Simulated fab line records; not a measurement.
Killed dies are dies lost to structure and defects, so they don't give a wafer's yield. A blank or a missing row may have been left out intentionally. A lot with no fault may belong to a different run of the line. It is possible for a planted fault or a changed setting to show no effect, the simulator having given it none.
Chamber matching + flow nand harc + NHARC_THIN_TSV_DEP_47 on pecvd-01 has 3 sister chambers
The step deposits SiO2, target thk 200 nm. 14 wafers are shown with their chamber, then 7 later ones without.

WAFERS PAIRED WITH THEIR CHAMBERS
| wafer  | chamber | throttle valve pct (%) |
|--------|---------|------------------------|
| L396.1 | 0       | 15.8                   |
| L396.2 | 1       | 15.0                   |
| L396.5 | 2       | 15.9                   |
| L406.1 | 2       | 15.7                   |
| L406.4 | 0       | 16.1                   |
| L406.5 | 1       | 15.6                   |
| L407.2 | 1       | 15.4                   |
| L407.4 | 0       | 15.9                   |
| L407.5 | 1       | 15.4                   |
| L411.2 | 2       | 15.9                   |
| L411.3 | 0       | 15.9                   |
| L411.6 | 1       | 15.1                   |
| L414.1 | 1       | 15.4                   |
| L414.2 | 0       | 15.9                   |

SIGNATURES (averages over the wafers above)
| reading            | chamber 0 | chamber 1 | chamber 2 | scatter within a chamber |
|--------------------|-----------|-----------|-----------|--------------------------|
| throttle valve pct | 15.920    | 15.317    | 15.833    | 0.171                    |
Rule: for each reading, subtract the chamber's mean from the wafer's reading, divide by that reading's scatter and square the result; add these up over the readings and take the root, which gives the wafer's distance from the chamber. If the next closest chamber is less than 2 further off than the closest, the wafer can't be placed; otherwise it belongs to the closest. How the scatter is found: for the shown wafers, subtract from each reading the mean of its chamber, square and add these, divide the total by (wafers less chambers), then take the root.

WAFERS WITHOUT THEIR CHAMBER
| wafer  | throttle valve pct (%) |
|--------|------------------------|
| L414.3 | 15.6                   |
| L415.2 | 15.5                   |
| L415.5 | 15.7                   |
| L415.6 | 16.0                   |
| L416.1 | 16.1                   |
| L416.3 | 15.9                   |
| L416.5 | 15.3                   |

THE CHAMBER EACH PASSED THROUGH
| wafer  | from the rows above          | in truth |
|--------|------------------------------|----------|
| L414.3 | can't be placed: 2 or 1 or 0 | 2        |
| L415.2 | can't be placed: 1 or 2 or 0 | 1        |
| L415.5 | can't be placed: 2 or 0 or 1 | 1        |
| L415.6 | can't be placed: 0 or 2      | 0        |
| L416.1 | can't be placed: 0 or 2      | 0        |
| L416.3 | can't be placed: 0 or 2      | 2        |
| L416.5 | 1                            | 1        |
Correctly placed: 1 of 7. Not placeable from these rows: 6 (in 6, the candidates include the true chamber). Wrongly placed: 0.
